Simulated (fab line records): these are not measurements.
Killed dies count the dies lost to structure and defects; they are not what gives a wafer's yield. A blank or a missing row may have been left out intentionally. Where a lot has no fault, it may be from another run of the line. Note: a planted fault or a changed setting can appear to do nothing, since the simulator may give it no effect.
Chamber matching ; flow nand harc ; rie diel-05 running NHARC_THIN_TSV_ETCHBACK_48: 4 sister chambers
The step etches the open film in C4F8/Ar, target depth 1028.5 nm, time 405.17 s. 16 wafers are shown with their chamber, then 8 later ones without.

WAFERS WITH THEIR CHAMBER
wafer;chamber;rf vpp V (V);oes product au (a.u.)
L253.3;0;545.3;0.93
L253.4;1;545.0;0.95
L253.5;0;544.6;0.92
L252.2;2;541.9;0.94
L252.4;1;544.0;0.95
L252.5;1;543.9;0.95
L261.2;2;540.9;0.93
L261.4;1;545.3;0.94
L261.6;0;545.1;0.94
L262.4;1;544.1;0.94
L262.5;2;542.4;0.93
L262.6;1;543.8;0.94
L268.2;2;543.9;0.93
L268.3;3;545.7;0.93
L268.6;1;544.2;0.93
L269.1;1;544.1;1.00

SIGNATURES (averages over the wafers above)
reading;chamber 0;chamber 1;chamber 2;chamber 3;scatter within a chamber
rf vpp V;545.000;544.300;542.275;545.700;0.765
oes product au;0.9300;0.9500;0.9325;0.9300;0.017
Rule: a wafer's distance from a chamber is the root of the sum, over the readings, of the square of ((its reading less the chamber's mean) divided by the reading's scatter). If the next closest chamber is less than 2 further off than the closest, the wafer can't be placed; otherwise it belongs to the closest. How the scatter is found: for the shown wafers, subtract from each reading the mean of its chamber, square and add these, divide the total by (wafers less chambers), then take the root.

WAFERS MISSING THEIR CHAMBER
wafer;rf vpp V (V);oes product au (a.u.)
L269.3;545.4;1.00
L269.6;544.7;1.00
L271.1;543.3;0.93
L271.2;543.9;0.93
L271.5;541.2;0.93
L272.2;544.3;0.93
L272.3;543.2;0.93
L272.5;542.0;0.93

CHAMBER TAKEN BY EACH
wafer;from the rows above;in truth
L269.3;can't be placed: 1 or 3 or 0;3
L269.6;can't be placed: 1 or 0 or 3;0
L271.1;can't be placed: 2 or 1 or 0 or 3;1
L271.2;can't be placed: 1 or 0 or 2 or 3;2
L271.5;2;2
L272.2;can't be placed: 0 or 1 or 3 or 2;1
L272.3;can't be placed: 2 or 1 or 0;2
L272.5;2;2
Correctly placed: 2 of 8. Cannot be placed on the basis of these rows: 6; the candidates contain the true chamber in 6. Wrongly placed: 0.
